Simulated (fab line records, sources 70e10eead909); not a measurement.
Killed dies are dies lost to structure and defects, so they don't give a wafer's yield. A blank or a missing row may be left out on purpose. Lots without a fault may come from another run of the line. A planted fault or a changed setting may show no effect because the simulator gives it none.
A sampling plan put to the test | flow nand_harc | one fab line, 30 faults that these records tell of, each judged on the records of the lots that it struck; 1 more is left out, because the records don't allow judging it
The plan is the line's own looks: the steps of the route at which a gauge or an inspection reads the wafer and doesn't change it. A look can be judged if struck wafers have a number there and the file gives its usual mean and standard deviation on fault-free wafers. Caught: at a look after the fault's first step, the mean of the struck wafers lies 4 or more of those standard deviations (sigma) from the usual mean. On the tool: the same test on the tool's own readings at the fault's steps. Another recipe on the struck wafers, or a record that is blank for them alone, also counts as caught.

THE FAULTS, as the simulator had put them in
1. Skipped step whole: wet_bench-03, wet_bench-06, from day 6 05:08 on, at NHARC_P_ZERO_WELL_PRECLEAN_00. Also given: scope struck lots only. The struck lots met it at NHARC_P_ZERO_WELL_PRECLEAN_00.
2. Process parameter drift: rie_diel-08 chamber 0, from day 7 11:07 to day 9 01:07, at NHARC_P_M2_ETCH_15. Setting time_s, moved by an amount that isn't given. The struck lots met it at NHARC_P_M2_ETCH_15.
3. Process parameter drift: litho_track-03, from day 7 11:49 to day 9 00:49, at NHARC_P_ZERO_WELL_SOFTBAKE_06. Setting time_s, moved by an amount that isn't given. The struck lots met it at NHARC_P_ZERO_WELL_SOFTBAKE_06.
4. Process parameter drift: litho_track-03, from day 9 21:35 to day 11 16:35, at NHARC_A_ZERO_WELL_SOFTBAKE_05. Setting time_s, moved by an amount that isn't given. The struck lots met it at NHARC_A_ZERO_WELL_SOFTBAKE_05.
5. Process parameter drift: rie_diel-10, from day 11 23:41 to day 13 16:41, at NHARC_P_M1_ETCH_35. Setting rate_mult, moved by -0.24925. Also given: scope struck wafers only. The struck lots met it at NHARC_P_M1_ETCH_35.
6. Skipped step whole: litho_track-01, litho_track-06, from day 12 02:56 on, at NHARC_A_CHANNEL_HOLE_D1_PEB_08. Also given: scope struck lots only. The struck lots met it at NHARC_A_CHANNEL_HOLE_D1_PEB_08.
7. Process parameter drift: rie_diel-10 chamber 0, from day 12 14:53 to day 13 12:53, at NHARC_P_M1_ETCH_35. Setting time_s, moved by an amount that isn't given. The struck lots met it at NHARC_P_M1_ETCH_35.
8. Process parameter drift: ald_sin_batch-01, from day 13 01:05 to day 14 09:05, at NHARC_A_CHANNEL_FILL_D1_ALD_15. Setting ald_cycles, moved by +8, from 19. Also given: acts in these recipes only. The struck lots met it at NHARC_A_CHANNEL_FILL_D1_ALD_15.
9. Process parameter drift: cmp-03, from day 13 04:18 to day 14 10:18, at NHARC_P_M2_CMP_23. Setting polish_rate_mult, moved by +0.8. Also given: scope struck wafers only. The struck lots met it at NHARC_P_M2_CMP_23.
10. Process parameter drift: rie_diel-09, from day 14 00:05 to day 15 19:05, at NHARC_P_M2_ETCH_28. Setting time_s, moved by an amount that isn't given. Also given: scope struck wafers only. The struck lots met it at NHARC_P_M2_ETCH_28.
11. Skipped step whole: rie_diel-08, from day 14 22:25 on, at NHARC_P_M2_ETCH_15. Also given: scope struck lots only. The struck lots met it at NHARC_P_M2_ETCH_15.
12. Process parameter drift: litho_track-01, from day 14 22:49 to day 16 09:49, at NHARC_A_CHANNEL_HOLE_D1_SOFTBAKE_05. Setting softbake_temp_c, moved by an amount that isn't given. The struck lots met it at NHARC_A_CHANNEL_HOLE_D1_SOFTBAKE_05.
13. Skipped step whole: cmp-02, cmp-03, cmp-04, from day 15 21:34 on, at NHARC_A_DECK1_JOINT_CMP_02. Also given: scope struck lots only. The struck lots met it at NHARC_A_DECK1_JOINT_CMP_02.
14. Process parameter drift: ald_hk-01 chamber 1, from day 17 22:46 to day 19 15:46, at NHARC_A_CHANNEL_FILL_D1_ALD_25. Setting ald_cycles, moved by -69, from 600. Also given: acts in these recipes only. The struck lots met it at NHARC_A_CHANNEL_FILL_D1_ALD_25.
15. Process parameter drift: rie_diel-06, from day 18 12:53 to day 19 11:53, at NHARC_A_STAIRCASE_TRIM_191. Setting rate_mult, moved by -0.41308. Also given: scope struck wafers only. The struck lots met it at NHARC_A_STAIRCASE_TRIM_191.
16. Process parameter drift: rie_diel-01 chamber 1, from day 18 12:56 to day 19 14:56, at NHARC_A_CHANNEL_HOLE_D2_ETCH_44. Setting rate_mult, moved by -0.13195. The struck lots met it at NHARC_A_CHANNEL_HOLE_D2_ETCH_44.
17. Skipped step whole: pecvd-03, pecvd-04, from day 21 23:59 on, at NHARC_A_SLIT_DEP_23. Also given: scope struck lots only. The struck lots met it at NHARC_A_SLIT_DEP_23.
18. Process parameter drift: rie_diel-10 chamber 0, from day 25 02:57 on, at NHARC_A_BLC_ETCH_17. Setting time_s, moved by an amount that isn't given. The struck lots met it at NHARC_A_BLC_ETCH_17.
19. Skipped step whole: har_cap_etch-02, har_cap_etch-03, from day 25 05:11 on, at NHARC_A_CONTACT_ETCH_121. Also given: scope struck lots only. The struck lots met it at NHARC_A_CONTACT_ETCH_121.
20. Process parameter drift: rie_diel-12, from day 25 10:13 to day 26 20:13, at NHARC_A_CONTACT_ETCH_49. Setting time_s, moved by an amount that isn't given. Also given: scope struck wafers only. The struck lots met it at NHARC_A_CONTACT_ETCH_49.
21. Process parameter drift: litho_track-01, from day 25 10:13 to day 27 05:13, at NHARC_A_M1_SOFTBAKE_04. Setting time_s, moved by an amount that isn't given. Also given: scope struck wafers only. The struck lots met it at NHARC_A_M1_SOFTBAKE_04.
22. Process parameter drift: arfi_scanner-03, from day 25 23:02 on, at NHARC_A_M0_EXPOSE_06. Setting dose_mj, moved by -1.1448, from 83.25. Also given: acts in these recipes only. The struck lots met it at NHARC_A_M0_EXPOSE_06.
23. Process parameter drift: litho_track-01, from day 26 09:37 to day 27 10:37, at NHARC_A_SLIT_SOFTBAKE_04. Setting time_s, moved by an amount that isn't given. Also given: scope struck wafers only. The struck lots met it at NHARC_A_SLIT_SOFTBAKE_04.
24. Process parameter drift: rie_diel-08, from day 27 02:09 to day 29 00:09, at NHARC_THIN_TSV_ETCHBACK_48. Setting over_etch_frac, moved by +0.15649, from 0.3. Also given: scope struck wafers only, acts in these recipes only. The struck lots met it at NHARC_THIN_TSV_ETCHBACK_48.
25. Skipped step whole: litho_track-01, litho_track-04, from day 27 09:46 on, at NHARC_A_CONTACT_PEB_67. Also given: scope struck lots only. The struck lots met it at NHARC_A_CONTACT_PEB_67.
26. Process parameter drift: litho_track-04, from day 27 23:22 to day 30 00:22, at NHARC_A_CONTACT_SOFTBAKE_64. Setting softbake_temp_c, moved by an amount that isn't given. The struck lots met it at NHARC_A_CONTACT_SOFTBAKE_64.
27. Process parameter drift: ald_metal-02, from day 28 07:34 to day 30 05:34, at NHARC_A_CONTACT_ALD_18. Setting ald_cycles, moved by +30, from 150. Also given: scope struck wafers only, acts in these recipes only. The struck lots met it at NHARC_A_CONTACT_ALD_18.
28. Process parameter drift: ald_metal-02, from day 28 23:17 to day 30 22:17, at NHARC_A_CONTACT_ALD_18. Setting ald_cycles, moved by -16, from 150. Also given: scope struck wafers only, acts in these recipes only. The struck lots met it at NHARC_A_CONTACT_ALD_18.
29. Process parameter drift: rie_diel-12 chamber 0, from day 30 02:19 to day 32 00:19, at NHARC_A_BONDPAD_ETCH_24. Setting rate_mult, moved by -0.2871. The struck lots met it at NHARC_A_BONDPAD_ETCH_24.
30. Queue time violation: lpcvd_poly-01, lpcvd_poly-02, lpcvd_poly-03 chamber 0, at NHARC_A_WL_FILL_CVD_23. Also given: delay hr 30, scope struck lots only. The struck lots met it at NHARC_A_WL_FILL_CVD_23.

WHAT THE PLAN SAW
fault | on the tool itself                               | first look that catches it                      | reading, sigma | median hours from its first step to that look | hours from the fault's start to the first struck lot there | judged looks passed uncaught
1     | the tool's record is blank for the struck wafers | no look after it can be judged                  | -              | -                                             | -                                                          | 0
2     | run_length_s -19 sigma                           | not the one look that can be judged after it    | -              | -                                             | -                                                          | 1
3     | heater_power_total_W +4.6 sigma                  | no look after it can be judged                  | -              | -                                             | -                                                          | 0
4     | heater_power_total_W +97 sigma                   | no look after it can be judged                  | -              | -                                             | -                                                          | 0
5     | oes_product_au -17 sigma                         | not the one look that can be judged after it    | -              | -                                             | -                                                          | 1
6     | the tool's record is blank for the struck wafers | no look after it can be judged                  | -              | -                                             | -                                                          | 0
7     | run_length_s -23 sigma                           | no look after it can be judged                  | -              | -                                             | -                                                          | 0
8     | under 2 sigma                                    | no look after it can be judged                  | -              | -                                             | -                                                          | 0
9     | time_to_endpoint_s -5.9 sigma                    | NHARC_P_M2_THK_MEAS_24                          | thk_nm -4.3    | 0.3                                           | 14                                                         | 0
10    | run_length_s -44 sigma                           | none of the 2 looks that can be judged after it | -              | -                                             | -                                                          | 2
11    | the tool's record is blank for the struck wafers | no look after it can be judged                  | -              | -                                             | -                                                          | 0
12    | heater_power_total_W +25 sigma                   | no look after it can be judged                  | -              | -                                             | -                                                          | 0
13    | the tool's record is blank for the struck wafers | no look after it can be judged                  | -              | -                                             | -                                                          | 0
14    | under 2 sigma                                    | not the one look that can be judged after it    | -              | -                                             | -                                                          | 1
15    | oes_product_au -35 sigma                         | no look after it can be judged                  | -              | -                                             | -                                                          | 0
16    | oes_product_au -10 sigma                         | no look after it can be judged                  | -              | -                                             | -                                                          | 0
17    | the tool's record is blank for the struck wafers | no look after it can be judged                  | -              | -                                             | -                                                          | 0
18    | run_length_s -81 sigma                           | no look after it can be judged                  | -              | -                                             | -                                                          | 0
19    | the tool's record is blank for the struck wafers | no look after it can be judged                  | -              | -                                             | -                                                          | 0
20    | run_length_s -99 or beyond sigma                 | no look after it can be judged                  | -              | -                                             | -                                                          | 0
21    | heater_power_total_W +34 sigma                   | no look after it can be judged                  | -              | -                                             | -                                                          | 0
22    | exposure_dose_mJ_cm2 -9.0 sigma                  | none of the 2 looks that can be judged after it | -              | -                                             | -                                                          | 2
23    | heater_power_total_W +99 or beyond sigma         | not the one look that can be judged after it    | -              | -                                             | -                                                          | 1
24    | under 2 sigma                                    | no look after it can be judged                  | -              | -                                             | -                                                          | 0
25    | the tool's record is blank for the struck wafers | no look after it can be judged                  | -              | -                                             | -                                                          | 0
26    | heater_power_total_W +77 sigma                   | no look after it can be judged                  | -              | -                                             | -                                                          | 0
27    | under 2 sigma                                    | not the one look that can be judged after it    | -              | -                                             | -                                                          | 1
28    | under 2 sigma                                    | not the one look that can be judged after it    | -              | -                                             | -                                                          | 1
29    | oes_product_au -26 sigma                         | no look after it can be judged                  | -              | -                                             | -                                                          | 0
30    | under 2 sigma                                    | none of the 2 looks that can be judged after it | -              | -                                             | -                                                          | 2
A dash: the fault isn't caught, or these records don't give the number.

Caught at a look: 1 of 30. Caught on the tool: 24 of 30. By one or the other: 24 of 30.
Caught on the tool alone: faults 1, 2, 3, 4, 5, 6, 7, 10, 11, 12, 13, 15, 16, 17, 18, 19, 20, 21, 22, 23, 25, 26, 29.
Caught by neither: faults 8, 14, 24, 27, 28, 30.

THINNER SAMPLING
If the look that catches a fault measured only every second or every third lot, by lot number, the first struck lot would be measured this late in the worst case:
fault | struck lots at that look, in order of time | every lot | every second lot | every third lot
9     | L988, L990                                 | 14 h      | may miss all 2   | may miss all 2
Hours are from the fault's start to the first struck lot that is measured. The limit of 4 sigma was tested on all struck wafers together, so one lot alone may lie under it. Other struck lots may not be in these records.

THE LONGEST TIMED WAY FROM STEP TO LOOK
Fault 9: a median of 0.3 hours passes between NHARC_P_M2_CMP_23 and NHARC_P_M2_THK_MEAS_24. No look between them can be judged.
